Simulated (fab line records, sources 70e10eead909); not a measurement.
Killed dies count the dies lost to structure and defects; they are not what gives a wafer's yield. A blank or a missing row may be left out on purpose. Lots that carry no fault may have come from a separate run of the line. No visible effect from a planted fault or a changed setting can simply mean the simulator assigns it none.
Matching of chambers ; flow nand-harc ; NHARC_A_STAIRCASE_ALD_420 on ald-hk-01 has 4 sister chambers
The step deposits SiO2, target thk 20 nm, pulse time 6 s, ald cycles 200. 14 wafers are shown with their chamber, then 7 later ones without.

EACH WAFER AND ITS CHAMBER
wafer;chamber;heater-power-outer-w (W);heater-power-w (W);precursor-pulse-height-rel
L075.1;2;238;417;1.026
L075.2;3;319;519;1.009
L075.4;0;227;408;1.019
L078.3;1;286;520;1.029
L078.4;0;227;405;1.007
L078.5;0;230;417;0.998
L082.2;0;223;400;1.001
L082.3;1;278;516;1.000
L082.5;3;319;541;1.009
L080.1;3;329;523;0.972
L080.5;0;223;407;1.009
L080.6;1;282;508;0.982
L089.1;2;244;426;0.991
L089.3;0;224;402;0.986

SIGNATURES, as means of the wafers listed above
reading;chamber 0;chamber 1;chamber 2;chamber 3;scatter within a chamber
heater-power-outer-w;225.67;282.00;241.00;322.33;3.95
heater-power-w;406.50;514.67;421.50;527.67;7.53
precursor-pulse-height-rel;1.00333;1.00367;1.00850;0.99667;0.0181
Rule: distance of a wafer from a chamber = root of the sum over the readings of ((wafer's reading minus chamber's mean) / reading's scatter) squared. If the next closest chamber is less than 2 further off than the closest, the wafer can't be placed; otherwise it belongs to the closest. The scatter: take each reading less its chamber's mean, square it, sum over the shown wafers, divide by the number of wafers less the number of chambers, and take the root.

WAFERS MISSING THEIR CHAMBER
wafer;heater-power-outer-w (W);heater-power-w (W);precursor-pulse-height-rel
L089.6;243;415;0.995
L090.1;227;402;1.065
L090.2;321;535;1.005
L090.6;230;407;1.020
L094.3;228;402;1.016
L094.4;238;418;1.007
L094.5;325;516;1.005

WHICH CHAMBER EACH WENT THROUGH
wafer;from the rows above;in truth
L089.6;2;2
L090.1;can't be placed: 0 or 2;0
L090.2;3;3
L090.6;0;0
L094.3;0;0
L094.4;2;2
L094.5;3;3
Correctly placed: 6 of 7. These rows do not allow placing 1 (true chamber among the candidates in 1). Number placed wrongly: 0.
